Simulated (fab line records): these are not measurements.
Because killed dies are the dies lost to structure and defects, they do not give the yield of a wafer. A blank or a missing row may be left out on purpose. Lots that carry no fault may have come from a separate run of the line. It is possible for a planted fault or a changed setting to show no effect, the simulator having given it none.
Chamber matching + flow n5_finfet + N5_BEOL_M7_CURE_74 on uv_cure-02 has 3 sister chambers
The step cures SiCOH lowk, time 240 s. 14 wafers are shown with their chamber, then 7 later ones without.

== WAFERS, EACH WITH ITS CHAMBER ==
| wafer  | chamber | lamp_power_pct (%) | wafer_temp_C_max |
|--------|---------|--------------------|------------------|
| L077.2 | 2       | 52.30              | 386.6            |
| L077.3 | 2       | 52.33              | 386.2            |
| L077.4 | 2       | 52.33              | 386.8            |
| L079.2 | 0       | 52.33              | 386.5            |
| L079.3 | 0       | 52.18              | 386.8            |
| L079.5 | 0       | 52.24              | 387.6            |
| L085.3 | 0       | 52.32              | 387.1            |
| L085.5 | 0       | 52.36              | 387.9            |
| L085.6 | 0       | 52.30              | 387.1            |
| L088.3 | 1       | 52.37              | 386.4            |
| L088.5 | 1       | 52.40              | 386.5            |
| L088.6 | 1       | 52.41              | 387.0            |
| L092.2 | 2       | 52.36              | 386.8            |
| L092.3 | 2       | 52.32              | 387.3            |

SIGNATURES, as means of the wafers listed above
| reading          | chamber 0 | chamber 1 | chamber 2 | scatter within a chamber |
|------------------|-----------|-----------|-----------|--------------------------|
| lamp_power_pct   | 52.2883   | 52.3933   | 52.3280   | 0.0475                   |
| wafer_temp_C_max | 387.167   | 386.633   | 386.740   | 0.442                    |
Rule: a wafer lies at a distance from a chamber equal to the root of the sum of squares, over the readings, of (its reading less the chamber's mean, divided by the reading's scatter). If the next closest chamber is less than 2 further off than the closest, the wafer can't be placed; otherwise it belongs to the closest. The scatter: take each reading less its chamber's mean, square it, sum over the shown wafers, divide by the number of wafers less the number of chambers, and take the root.

== WAFERS WITHOUT THEIR CHAMBER ==
| wafer  | lamp_power_pct (%) | wafer_temp_C_max |
|--------|--------------------|------------------|
| L092.6 | 52.29              | 386.5            |
| L093.1 | 52.35              | 386.8            |
| L093.3 | 52.34              | 386.8            |
| L093.5 | 52.21              | 386.7            |
| L095.2 | 52.30              | 387.6            |
| L095.4 | 52.26              | 387.6            |
| L095.5 | 52.38              | 387.4            |

== WHICH CHAMBER EACH WENT THROUGH ==
| wafer  | from the rows above          | in truth |
|--------|------------------------------|----------|
| L092.6 | can't be placed: 2 or 0 or 1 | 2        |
| L093.1 | can't be placed: 2 or 1 or 0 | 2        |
| L093.3 | can't be placed: 2 or 1 or 0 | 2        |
| L093.5 | can't be placed: 0 or 2 or 1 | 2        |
| L095.2 | can't be placed: 0 or 2 or 1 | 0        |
| L095.4 | can't be placed: 0 or 2      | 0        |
| L095.5 | can't be placed: 1 or 2 or 0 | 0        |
Correct placement for 0 of the 7. Unplaceable from these rows: 7, with the true chamber sitting among the candidates in 7. Placed wrongly: 0.
